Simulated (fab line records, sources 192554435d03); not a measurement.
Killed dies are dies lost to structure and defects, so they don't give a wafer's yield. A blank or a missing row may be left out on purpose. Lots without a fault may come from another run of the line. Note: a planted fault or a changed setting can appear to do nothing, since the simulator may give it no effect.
Chamber matching -- flow n5_finfet -- ald_sin-02 running N5_ILD0_LINER_00: 4 sister chambers
The step material SiNx, target thk 4 nm, pulse time 1 s, purge time 2 s. 4 wafers are shown with their chamber, then 8 later ones without.

## EACH WAFER AND ITS CHAMBER
wafer,chamber,heater_power_w (W)
L080.6,0,784
L087.2,1,827
L087.4,3,796
L090.3,2,794

## WAFERS WITH NO CHAMBER GIVEN
wafer,heater_power_w (W)
L090.5,775
L090.6,800
L091.1,774
L091.2,798
L091.3,809
L092.1,783
L092.2,774
L092.5,786

## THE CHAMBER EACH PASSED THROUGH
wafer,from the rows above,in truth
L090.5,can't be placed: 0 or 2 or 3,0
L090.6,can't be placed: 3 or 2 or 0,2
L091.1,can't be placed: 0 or 2 or 3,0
L091.2,can't be placed: 3 or 2 or 0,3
L091.3,can't be placed: 3 or 2 or 1 or 0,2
L092.1,can't be placed: 0 or 2 or 3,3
L092.2,can't be placed: 0 or 2 or 3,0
L092.5,can't be placed: 0 or 2 or 3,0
Correct placement for 0 of the 8. Cannot be placed on the basis of these rows: 8; the candidates contain the true chamber in 8. Wrongly placed: 0.
How it was worked out, from the rows above alone: a wafer's distance from a chamber is the root of the sum, over the readings, of the square of ((its reading less the chamber's mean) divided by the reading's scatter). If the next closest chamber is less than 2 further off than the closest, the wafer can't be placed; otherwise it belongs to the closest. A chamber's mean is the mean of its shown wafers. The scatter: root of mean squared gap, hidden wafer to nearest shown wafer, with one shown wafer a chamber.
